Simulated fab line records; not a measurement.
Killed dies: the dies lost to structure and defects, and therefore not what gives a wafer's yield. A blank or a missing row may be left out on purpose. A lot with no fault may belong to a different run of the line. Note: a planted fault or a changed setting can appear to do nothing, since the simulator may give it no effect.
Matching of chambers ; flow n5-finfet ; N5_MOL_CONTACT_COAG_ETCHBACK_135 on rie-diel-03: 4 sister chambers
The step etches SiO2 in CHF3, target depth 25 nm, time 16.7 s. 4 wafers are shown with their chamber, then 9 later ones without.

== EACH WAFER AND ITS CHAMBER ==
wafer;chamber;rf-vpp-V (V)
L085.6;0;534
L094.1;1;517
L094.2;3;556
L094.3;2;528

== WAFERS MISSING THEIR CHAMBER ==
wafer;rf-vpp-V (V)
L094.4;533
L094.5;553
L094.6;527
L096.3;555
L096.5;554
L096.6;526
L097.1;553
L097.3;527
L097.5;525

== WHICH CHAMBER EACH WENT THROUGH ==
wafer;from the rows above;in truth
L094.4;can't be placed: 0 or 2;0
L094.5;3;3
L094.6;2;2
L096.3;3;3
L096.5;3;3
L096.6;2;2
L097.1;3;3
L097.3;2;2
L097.5;2;2
Placed correctly: 8 of 9. Unplaceable from these rows: 1, with the true chamber sitting among the candidates in 1. Number placed wrongly: 0.
How it was worked out, from the rows above alone: a wafer's distance from a chamber is the root of the sum, over the readings, of the square of ((its reading less the chamber's mean) divided by the reading's scatter). If the next closest chamber is less than 2 further off than the closest, the wafer can't be placed; otherwise it belongs to the closest. Each chamber's mean is taken over the wafers shown for it. The scatter: root of mean squared gap, hidden wafer to nearest shown wafer, with one shown wafer a chamber.
